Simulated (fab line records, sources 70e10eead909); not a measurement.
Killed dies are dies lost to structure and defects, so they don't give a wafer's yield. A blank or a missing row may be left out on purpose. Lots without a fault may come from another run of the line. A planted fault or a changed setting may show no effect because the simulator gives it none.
fab line records | flow nand_harc
record lots=14 wafers=42 last_day=33
route steps=1302 shown A_STAIRCASE@813
lots that met no fault: from a run of the same line without faults
start_h: hours from the record's first day to the start of the lot's first wafer shown | wait_h: hours since the lot's step before | " the same as in the row above | L1.1+2: a row that stands for several wafers | - no value, or no start given | * or withheld: withheld | < > ~ a bound
route shown NAME@n: a module of which the file shows steps, and the number in the route of the first | usual: mean/standard deviation of fault-free wafers | same: alike in all rows | chamber/n: place in a boat | sites: the reading at each site | _std_site: their standard deviation | _edge_site: outer sites' mean less inner sites' | radius_mm: how far each site lies from the wafer's centre | mask NAME#n: copy n | behind: the tool/chamber that last shaped the wafer | hold: why the lot was held/for how many hours/how that ended | device: the transistor (n, p or np) that didn't switch | end of line: the same wafers' tests at the end of the route | a step without rows: its recipe alone | killed: dies lost to structure and defects at the first sort, not the wafer's yield | map: a wafer's dies, x killed, . not, _ none there
set.NAME: the setting as run; set.NAME@STEP: as run at that earlier step | model.NAME: the simulator's own value behind a step, which no gauge read
steps of the route over a sample of lots; a table a step, a row a wafer
services: from which hour (start_h, from the record's first day; less than 0 if before it) a tool's chamber was out of use, for how many hours, and why
## steps
# step NHARC_A_STAIRCASE_STRIP_295
# recipe o2_flow_sccm=500 ar_flow_sccm=0 bias_w=0 chemistry=O2
# usual drypump_motor_current_A=5.7/0.6 oes_product_au=1.001/0.013 rf_vpp_V=57.7/0.92 showerhead_plenum_p_Torr=3.51/0.097 throttle_valve_pct=17.038/0.0092
# columns lot.wafer tool chamber start_h wait_h drypump_motor_current_A oes_product_au rf_hours_counter_h rf_vpp_V showerhead_plenum_p_Torr throttle_valve_pct
L964.1 rie_diel-11 2 - - 6.5 0.999 39 58.3 3.53 17.034
L964.3 " 1 " " 6.4 1.006 39 57.3 3.43 17.030
L964.5 " 3 " " 4.8 0.994 - 56.4 3.31 17.033
L963.4 rie_diel-13 2 - - 6.3 1.002 13 57.3 3.58 17.021
L963.1 " 0 " " 5.6 1.009 12 58.8 3.51 17.029
L963.2 " 1 " " 5.0 0.986 13 58.2 3.58 17.054
L965.3 rie_diel-13 2 - - 6.3 1.011 22 58.3 3.58 17.050
L965.4 " 3 " " 5.3 1.017 19 57.5 3.64 17.032
L965.1 " 1 " " 4.9 0.993 21 57.7 3.57 17.035
L967.4 rie_diel-11 1 - - 6.3 1.015 50 56.3 3.43 17.054
L967.3 " 3 " " 4.8 0.967 53 58.1 3.31 17.040
L967.6 " 2 " " 6.5 1.010 - 58.4 3.52 17.026
L966.1 rie_diel-13 1 - - 5.0 0.999 27 57.5 3.57 17.030
L966.3 " 2 " " 6.4 1.002 26 58.7 3.57 17.033
L966.6 " 1 " " 5.0 0.995 - 56.4 3.57 17.049
L974.4 rie_diel-11 1 - - 6.2 0.989 13 58.3 3.42 17.039
L974.1 " 2 " " 6.5 1.004 13 57.7 3.52 17.034
L974.2 " 3 " " 4.8 0.981 14 56.6 3.30 17.023
L975.3 rie_diel-11 3 - - 4.8 0.971 22 55.9 3.29 17.019
L975.1 " 0 " " 5.2 0.977 30 58.0 3.47 17.025
L975.6 " 1 " " 6.3 0.988 - 57.7 3.41 17.056
L979.1 rie_diel-11 3 - - 4.8 0.985 29 57.7 3.29 17.020
L979.3 " 0 " " 5.2 1.003 39 57.3 3.47 17.042
L979.5 " 2 " " 6.5 1.003 - 59.2 3.50 17.036
L980.4 rie_diel-13 1 - - 5.0 0.985 7 59.2 3.55 17.038
L980.2 " 2 " " 6.3 1.006 8 57.9 3.56 17.033
L980.6 " 1 " " 5.0 0.988 - 58.2 3.55 17.033
L981.3 rie_diel-13 3 - - 5.4 1.006 15 58.4 3.62 17.040
L981.5 " 2 " " 6.4 1.007 - 58.3 3.55 17.047
L981.6 " 3 " " 5.3 1.007 - 59.8 3.62 17.038
L985.2 rie_diel-09 1 - - 6.5 1.037 36 58.8 3.70 17.036
L985.3 " 2 " " 6.5 1.011 32 58.7 3.39 17.037
L985.4 " 3 " " 5.0 1.008 34 56.3 3.38 17.031
L984.2 rie_diel-13 2 - - 6.3 0.998 20 58.2 3.55 17.039
L984.1 " 3 " " 5.4 1.002 20 57.3 3.61 17.043
L984.5 " 0 " " 5.6 0.998 - 57.8 3.48 17.046
L983.1 rie_diel-13 3 - - 5.3 1.015 21 58.5 3.61 17.031
L983.3 " 1 " " 5.0 1.008 20 58.6 3.54 17.033
L983.5 " 0 " " 5.6 0.996 - 58.3 3.48 17.020
L982.3 rie_diel-11 1 - - 6.3 1.007 54 56.1 3.40 17.038
L982.1 " 2 " " 6.5 1.021 53 58.5 3.50 17.047
L982.4 " 3 " " 4.8 0.989 50 56.5 3.28 17.024
# step NHARC_A_STAIRCASE_ETCHBACK_416
# recipe target_depth_a=360 time_s=7.2 c4f8_flow_sccm=withheld o2_flow_sccm=8 ar_flow_sccm=withheld rf_w=600 bias_w=800 chemistry=C4F8/O2/Ar
# usual oes_product_au=0.930/0.019 rf_vpp_V=722/3.2
# same time_s=7.2
# columns lot.wafer tool chamber start_h wait_h oes_product_au rf_hours_counter_h rf_vpp_V
L964.1 rie_diel-13 2 397.40 - 0.924 18 725
L964.3 " 0 " " 0.915 15 722
L964.5 " 3 " " 0.940 - 727
L963.1 rie_diel-13 2 402.49 - 0.930 19 725
L963.4 " 3 " " 0.936 17 728
L963.2 " 1 " " 0.917 19 725
L965.3 rie_diel-11 3 421.95 - 0.907 52 717
L965.4 " 0 " " 0.916 47 721
L965.1 " 1 " " 0.926 49 722
L967.3 rie_diel-11 1 433.27 - 0.929 51 719
L967.4 " 2 " " 0.939 55 723
L967.6 " 3 " " 0.916 - 716
L966.1 rie_diel-13 0 441.46 - 0.922 29 722
L966.3 " 1 " " 0.920 31 724
L966.6 " 1 " " 0.918 - 724
L974.1 rie_diel-13 3 499.77 - 0.945 45 726
L974.4 " 0 " " 0.791 47 722
L974.2 " 1 " " 0.904 47 724
L975.1 rie_diel-13 1 533.30 - 0.917 1 724
L975.3 " 2 " " 0.918 1 725
L975.6 " 0 " " 0.794 - 721
L979.1 rie_diel-09 1 557.73 - 0.948 24 728
L979.3 " 2 " " 0.933 24 720
L979.5 " 0 " " 0.933 - 722
L980.2 rie_diel-09 1 561.51 - 0.935 25 728
L980.4 " 2 " " 0.937 24 718
L980.6 " 3 " " 0.928 - 719
L981.3 rie_diel-11 1 584.31 - 0.943 46 719
L981.5 " 2 " " 0.932 - 720
L981.6 " 3 " " 0.920 - 717
L985.3 rie_diel-13 1 606.19 - 0.913 24 724
L985.2 " 2 " " 0.927 23 724
L985.4 " 1 " " 0.927 - 723
L984.1 rie_diel-09 1 612.41 - 0.932 41 729
L984.2 " 0 " " 0.930 41 720
L984.5 " 1 " " 0.945 - 728
L983.1 rie_diel-13 3 612.51 - 0.941 26 725
L983.3 " 2 " " 0.931 26 724
L983.5 " 0 " " 0.926 - 722
L982.3 rie_diel-09 3 617.63 - 0.942 43 719
L982.4 " 0 " " 0.935 42 720
L982.1 " 1 " " 0.959 43 729
# step NHARC_A_STAIRCASE_STRIP_476
# recipe time_s=20 o2_flow_sccm=500 ar_flow_sccm=0 bias_w=0 chemistry=O2
# usual drypump_motor_current_A=5.7/0.65 oes_product_au=1.001/0.013 rf_vpp_V=57.7/0.91 showerhead_plenum_p_Torr=3.50/0.1 throttle_valve_pct=17.037/0.0078
# same time_s=20
# columns lot.wafer tool chamber start_h wait_h drypump_motor_current_A oes_product_au rf_hours_counter_h rf_vpp_V showerhead_plenum_p_Torr throttle_valve_pct
L964.3 rie_diel-13 2 397.49 0.1 6.3 0.992 18 56.8 3.58 17.031
L964.1 " 3 " " 5.3 1.015 16 58.0 3.64 17.027
L964.5 " 2 " " 6.4 0.992 - 58.2 3.58 17.044
L963.1 rie_diel-13 0 402.60 0.1 5.6 0.995 16 56.4 3.51 17.033
L963.4 " 1 " " 5.0 0.993 19 57.1 3.57 17.032
L963.2 " 2 " " 6.4 0.997 19 58.0 3.58 17.044
L965.1 rie_diel-11 0 422.03 0.1 5.1 0.998 47 56.7 3.49 17.042
L965.3 " 1 " " 6.3 1.000 49 56.2 3.43 17.032
L965.4 " 2 " " 6.5 1.007 53 57.2 3.53 17.040
L967.3 rie_diel-11 2 433.34 0.1 6.5 1.006 55 57.2 3.52 17.039
L967.4 " 3 " " 4.8 0.984 54 57.1 3.31 17.032
L967.6 " 1 " " 6.2 0.999 - 57.3 3.43 17.031
L966.1 rie_diel-13 2 441.63 0.2 6.3 1.001 32 56.4 3.57 17.033
L966.3 " 0 " " 5.6 0.985 29 58.6 3.50 17.044
L966.6 " 1 " " 5.0 0.993 - 57.6 3.57 17.052
L974.1 rie_diel-13 1 500.58 0.8 5.0 0.987 48 57.8 3.56 17.034
L974.4 " 2 " " 6.3 1.008 45 57.0 3.56 17.033
L974.2 " 3 " " 5.3 1.012 46 57.8 3.63 17.039
L975.3 rie_diel-13 2 533.39 0.1 6.3 0.997 1 58.7 3.56 17.059
L975.1 " 0 " " 5.6 1.000 1 57.9 3.49 17.033
L975.6 " 1 " " 5.0 0.994 - 59.1 3.55 17.038
L979.3 rie_diel-09 2 557.80 0.1 6.5 1.021 24 57.6 3.40 17.047
L979.1 " 0 " " 5.2 1.021 22 57.9 3.43 17.043
L979.5 " 3 " " 5.0 1.005 - 58.2 3.39 17.039
L980.2 rie_diel-09 0 561.58 0.1 5.2 1.010 23 57.8 3.43 17.065
L980.4 " 1 " " 6.5 1.026 25 58.8 3.70 17.027
L980.6 " 0 " " 5.2 1.015 - 57.1 3.43 17.038
L981.3 rie_diel-11 3 584.37 0.1 4.8 0.989 44 56.6 3.28 17.036
L981.5 " 2 " " 6.5 1.002 - 59.3 3.50 17.052
L981.6 " 3 " " 4.8 0.992 - 57.2 3.28 17.037
L985.2 rie_diel-13 0 606.43 0.2 5.6 0.993 25 57.1 3.47 17.045
L985.3 " 2 " " 6.4 1.011 23 57.4 3.55 17.050
L985.4 " 2 " " 6.3 1.011 - 57.6 3.55 17.043
L984.1 rie_diel-09 0 612.51 0.1 5.2 0.994 41 59.5 3.42 17.045
L984.2 " 1 " " 6.5 1.027 41 58.3 3.69 17.032
L984.5 " 2 " " 6.5 1.013 - 58.2 3.39 17.030
L983.1 rie_diel-13 1 612.60 0.1 5.0 0.985 26 55.7 3.54 17.037
L983.3 " 2 " " 6.3 0.996 26 58.1 3.55 17.032
L983.5 " 3 " " 5.3 0.996 - 58.4 3.61 17.040
L982.1 rie_diel-09 0 617.71 0.1 5.2 0.999 42 57.7 3.42 17.026
L982.4 " 1 " " 6.5 1.032 43 58.1 3.69 17.031
L982.3 " 2 " " 6.5 0.997 41 57.3 3.39 17.026
# step NHARC_A_STAIRCASE_DEP_417
# recipe target_thk_a=600 step_coverage_pct=20 temp_c=400 target_thk_nm=60 flow_sccm=200 rf_w=450 material=Si3N4
# usual heater_power_w=725/89
# columns lot.wafer tool chamber start_h wait_h heater_power_w
L964.3 pecvd-04 0 397.58 - 901
L964.1 " 2 " " 661
L964.5 " 2 " " 679
L963.2 pecvd-01 0 402.73 - 757
L963.1 " 1 " " 703
L963.4 " 0 " " 749
L965.3 pecvd-03 0 422.17 - 627
L965.1 " 1 " " 656
L965.4 " 2 " " 615
L967.3 pecvd-01 2 433.48 - 803
L967.4 " 1 " " 741
L967.6 " 0 " " 785
L966.1 pecvd-03 1 441.73 - 643
L966.3 " 0 " " 569
L966.6 " 1 " " 654
L974.1 pecvd-03 2 500.72 - 576
L974.2 " 0 " " 683
L974.4 " 2 " " 580
L975.3 pecvd-01 1 533.48 - 721
L975.1 " 2 " " 723
L975.6 " 0 " " 862
L979.3 pecvd-04 1 557.89 - 651
L979.1 " 2 " " 807
L979.5 " 2 " " 800
L980.2 pecvd-04 2 561.74 - 775
L980.4 " 1 " " 740
L980.6 " 1 " " 734
L981.3 pecvd-01 2 584.85 - 764
L981.5 " 1 " " 753
L981.6 " 2 " " 749
L985.2 pecvd-01 2 606.53 - 747
L985.3 " 1 " " 808
L985.4 " 0 " " 790
L984.2 pecvd-04 0 612.64 - 768
L984.1 " 1 " " 720
L984.5 " 0 " " 792
L983.3 pecvd-01 0 612.69 - 806
L983.1 " 2 " " 705
L983.5 " 0 " " 809
L982.1 pecvd-01 0 617.85 - 763
L982.3 " 1 " " 678
L982.4 " 2 " " 704
## services
# columns tool chamber start_h hours kind
pecvd-03 - 366.25 13.0 pm
pecvd-04 - 372.94 0.5 repair
rie_diel-13 0 376.60 - clean
rie_diel-13 1 376.60 - clean
rie_diel-13 2 376.60 - clean
rie_diel-13 3 376.60 - clean
pecvd-01 - 391.36 1.2 repair
rie_diel-09 2 392.13 13.0 repair
rie_diel-13 0 401.10 - clean
rie_diel-13 1 401.10 - clean
rie_diel-11 - 433.52 9.0 pm
pecvd-04 - 450.19 13.0 pm
rie_diel-13 2 458.66 13.8 repair
rie_diel-09 3 489.26 9.1 repair
pecvd-01 - 492.27 13.0 pm
rie_diel-09 - 497.16 9.0 pm
rie_diel-11 1 505.11 6.3 repair
rie_diel-11 3 508.59 2.6 repair
rie_diel-13 - 520.04 9.0 pm
pecvd-03 - 547.25 13.0 pm
pecvd-04 0 561.32 19.9 repair
rie_diel-09 2 577.28 8.8 repair
pecvd-04 2 579.22 6.0 repair
rie_diel-11 - 610.62 9.0 pm
## key
first_sign step=NHARC_A_STAIRCASE_ETCHBACK_416 reading=oes_product_au direction=down sigmas=7.1 usual=0.930 struck=0.792
effect none on later readings
met_at NHARC_A_STAIRCASE_ETCHBACK_416
struck_lots L974,L975
struck_wafers L974.4,L975.6
later_rows_left_out L974.4,L975.6
sort_left_out L974.4,L975.6
tester_left_out L974,L975
not_acting_at NHARC_A_STAIRCASE_STRIP_295,NHARC_A_STAIRCASE_STRIP_476,NHARC_A_STAIRCASE_DEP_417
onset_between 441.46 499.77
fault kind=process_parameter_drift tool=rie_diel-13 chamber=0 onset_h=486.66 steps=NHARC_A_STAIRCASE_ETCHBACK_416 channel=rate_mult offset=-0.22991 shape=step end_h=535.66
# tester_left_out: of these lots the tester's yield and bins aren't shown, on N5 and GAA mostly nor the transistor test; their killed dies are dies lost to structure and defects alone, not to doping, threshold or leakage, so they don't give the yield
# sort_left_out: the simulated sort isn't trusted on such a fault, so these wafers' sort isn't shown, and their yield isn't known
# later_rows_left_out: the simulator's readings of these wafers behind a module that went badly wrong aren't trusted and aren't shown, but for the sort
